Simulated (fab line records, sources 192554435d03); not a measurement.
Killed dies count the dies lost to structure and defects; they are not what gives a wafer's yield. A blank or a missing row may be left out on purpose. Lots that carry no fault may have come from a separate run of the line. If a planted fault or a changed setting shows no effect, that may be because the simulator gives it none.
Split-lot trial | flow n5_finfet | route with 1938 steps; 7 lots, 21 wafers read

== ABOUT THE SPLIT ==
At N5_BEOL_M2_ETCH_69 (etches SiARC in CF4, target depth 15.6 nm, time 26 s), the setting bias_w was moved away from the recipe's 36 W on 9 of the 21 wafers read, by -11.2% to +17.1%. For the rest of the wafers, this setting stayed at what the recipe calls for.

Reading taken at the split's own step.

== THE READING ==
rf_vpp_V, in V, at N5_BEOL_M2_ETCH_69 (etches SiARC in CF4, target depth 15.6 nm, time 26 s). A value of 184.3 V with a standard deviation of 1.1 V is what fault-free wafers of this fab line usually give.

wafer  | tool, chamber at the split | bias_w as run, W | against the recipe | rf_vpp_V, V | against lot-mates on the recipe
L074.1 | rie_diel-05, 0             | 36               | recipe             | 184.1       | -
L074.3 | rie_diel-05, 3             | 36               | recipe             | 184.5       | -
L074.5 | rie_diel-05, 2             | 36               | recipe             | 184.6       | -
L076.2 | rie_diel-01, 1             | 36               | recipe             | 185.3       | -
L076.3 | rie_diel-01, 0             | 36               | recipe             | 183.9       | -
L076.5 | rie_diel-01, 0             | 36               | recipe             | 185.4       | -
L082.4 | rie_diel-05, 3             | 36               | recipe             | 184.6       | -
L082.5 | rie_diel-05, 0             | 36               | recipe             | 184.2       | -
L082.6 | rie_diel-05, 3             | 31.98            | -11.2%             | 171.3       | -13.1
L083.1 | rie_diel-01, 2             | 38.91            | +8.1%              | 193.3       | +10.3
L083.3 | rie_diel-01, 1             | 38.91            | +8.1%              | 192.2       | +9.2
L083.5 | rie_diel-01, 2             | 36               | recipe             | 183.0       | -
L084.2 | rie_diel-05, 2             | 42.16            | +17.1%             | 203.6       | +20.5
L084.3 | rie_diel-05, 1             | 42.16            | +17.1%             | 203.6       | +20.5
L084.4 | rie_diel-05, 3             | 36               | recipe             | 183.1       | -
L088.1 | rie_diel-05, 3             | 41.13            | +14.3%             | 201.3       | +18.7
L088.2 | rie_diel-05, 1             | 36               | recipe             | 182.6       | -
L088.3 | rie_diel-05, 2             | 41.13            | +14.3%             | 201.0       | +18.4
L090.1 | rie_diel-01, 1             | 41.13            | +14.3%             | 201.5       | +16.2
L090.2 | rie_diel-01, 0             | 41.13            | +14.3%             | 200.5       | +15.2
L090.4 | rie_diel-01, 2             | 36               | recipe             | 185.3       | -

FIT RESULTS
A straight line over all 21 wafers: rf_vpp_V changes by +1.16 V for each +1% of bias_w; r = +1.00; the points scatter about the line by 0.83 V.
The same after taking each lot's own level away (the mean of its wafers on the recipe; 21 wafers): +1.2 V for each +1%; r = +1.00; scatter 0.76 V.
On that fit, the largest move of bias_w shifts the reading by 20 V.
The lots' own levels span 182.60 to 185.30 V, that is 2.5 times the standard deviation above.
The two slopes are in agreement: the lot-to-lot level therefore moves the slope only a little.
Check: for one of the wafers moved furthest among these (+17.1%), held out of the fit, the line's prediction against its lot-mates is +20.5 V. It came out at +20.5 V against them.
Tool readings at the split's step, against how far the setting was moved: etch_rf_on_time_s r = -0.91; rf_vpp_V r = +1.00.

== THE WHOLE CHAIN: every reading that the file lists as answering this split, in the file's order ==
step               | what it does                                         | reading           | change (the file's fit)              | r (the file's)
N5_BEOL_M2_ETCH_69 | etches SiARC in CF4, target depth 15.6 nm, time 26 s | etch_rf_on_time_s | withheld for each +1% of the setting | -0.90
N5_BEOL_M2_ETCH_69 | etches SiARC in CF4, target depth 15.6 nm, time 26 s | rf_vpp_V          | +1.19 V for each +1% of the setting  | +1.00

== THE FILE'S OWN FIT ==
rf_vpp_V changes by +1.19 V for each +1% of bias_w, r = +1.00.
